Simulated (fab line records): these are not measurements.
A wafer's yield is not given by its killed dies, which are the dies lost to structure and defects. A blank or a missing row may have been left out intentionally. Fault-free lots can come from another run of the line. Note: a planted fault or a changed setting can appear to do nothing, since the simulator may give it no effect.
A lot that was struck, set against a sound lot ; flow nand_harc ; 15 out of 1302 route steps
Sound: wafers L997.1, L997.4, L997.6. Struck: wafer L107.6. (L107.1, L107.4 of the same lot were not struck and are left out.) The cause comes at the end.
At each step with rows: each side's tool, then ch and its chambers, then its first start. Under that, the readings that differ: sound wafers ; struck wafers ; difference of the means ; sigmas: that difference in standard deviations of wafers without a fault.
alike: same words and numbers on both sides, and readings whose means sit less than 2 such deviations apart. not compared: any withheld reading, any reading some wafer has no value for, any bound like >300 that may hide the same value, and any number with overlapping values for which the record gives no deviation.
The two part at a step that has a row with sigmas, a row that says differs or no value, or rows on one side only. Non-overlapping numbers with no deviation appear without sigmas and do not part them. A reading that every wafer of one side lacks parts them only if that side has two wafers or more.

NHARC_A_CHANNEL_HOLE_D1_STRIP_27: strips in O2.
  sound on rie_diel-10 ch 0,2,3; struck on rie_diel-10 ch 2
  alike: drypump_motor_current_A, oes_product_au, rf_vpp_V, showerhead_plenum_p_Torr, throttle_valve_pct
  not compared: rf_hours_counter_h
then, 2 steps without rows for these wafers: NHARC_A_CHANNEL_HOLE_D1_PRECLEAN_28 (cleans in SC1); NHARC_A_CHANNEL_HOLE_D1_SRD_29.
NHARC_A_CHANNEL_HOLE_D1_CD_MEAS_30:
  sound: cd_sem-03 at day 9 08:14; struck: cd_sem-03 at day 13 08:26
reading;sound;struck;difference;sigmas
cd_nm (nm);89.6 89.1 88.4;92.6;+3.6;+3
NHARC_A_CHANNEL_HOLE_D1_XSEM_31:
  sound on xsem-01 ch 0, day 9 08:19; struck on xsem-02 ch 0, day 13 08:31
reading;sound;struck;difference;sigmas
bot_cd_nm (nm);73.4 74.2 72.8;76.7;+3.2;+2
  alike: bow_nm, tilt_deg
NHARC_A_CHANNEL_HOLE_D1_INSPECT_40:
  sound: defect_inspect-02 at day 9 08:25; struck: defect_inspect-01 at day 13 08:37
  alike: raw_defect_count
then, 2 steps without rows for these wafers: NHARC_A_CHANNEL_FILL_D1_PRECLEAN_00 (cleans in SC1); NHARC_A_CHANNEL_FILL_D1_SRD_01.
NHARC_A_CHANNEL_FILL_D1_ALD_02: deposits SiO2, target thk 6 nm, pulse time 10 s, ald cycles 60.
  sound on ald_hk-01 ch 0,1, day 9 08:37; struck on ald_hk-01 ch 3, day 13 08:49
  alike: heater_power_w, precursor_pulse_height_rel
  not compared: ald_cycles
then, 1 step without rows for these wafers: NHARC_A_CHANNEL_FILL_D1_ALD_03 (deposits SiNx, target thk 6 nm, pulse time 60 s, ald cycles 58).
NHARC_A_CHANNEL_FILL_D1_ALD_14: deposits SiO2, target thk 2.5 nm, pulse time 10 s, ald cycles 25.
  sound on ald_hk-01 ch 0,1,3, day 9 15:34; struck on ald_hk-04 ch 3, day 13 14:00
  alike: heater_power_w, precursor_pulse_height_rel
  not compared: ald_cycles
NHARC_A_CHANNEL_FILL_D1_ALD_15: deposits SiNx, target thk 2 nm, pulse time 60 s, ald cycles 19.
  sound on ald_sin_batch-03 ch 0; struck on ald_sin_batch-02 ch 0
  alike: precursor_pulse_height_rel
  not compared: ald_cycles
NHARC_A_CHANNEL_FILL_D1_ALD_16: deposits SiO2, target thk 1.5 nm, pulse time 10 s, ald cycles 15.
  sound on ald_hk-01 ch 0,2,3, day 9 20:41; struck on ald_hk-04 ch 1, day 13 18:58
reading;sound;struck;difference;sigmas
ald_cycles;15 15 15;22;+7;
heater_power_w (W);388 424 436;539;+123;+2
  alike: precursor_pulse_height_rel
then, 1 step without rows for these wafers: NHARC_A_CHANNEL_FILL_D1_ANNEAL_17 (time 1800 s).
-- jump in the record: it breaks off in module A_CHANNEL_FILL_D1 and resumes in module END (first step shown: number 1302 of the route), and 15 days separate the struck wafers' starts before and after --
NHARC_END_SORT_01:
  only the struck wafers appear in the record here, on prober-01 ch 0 at day 29 01:43; the sound ones have no rows

== WHERE THEY PART ==
Earliest at NHARC_A_CHANNEL_HOLE_D1_CD_MEAS_30; latest, in this record, at NHARC_END_SORT_01.

WHY: whatever the simulator had introduced
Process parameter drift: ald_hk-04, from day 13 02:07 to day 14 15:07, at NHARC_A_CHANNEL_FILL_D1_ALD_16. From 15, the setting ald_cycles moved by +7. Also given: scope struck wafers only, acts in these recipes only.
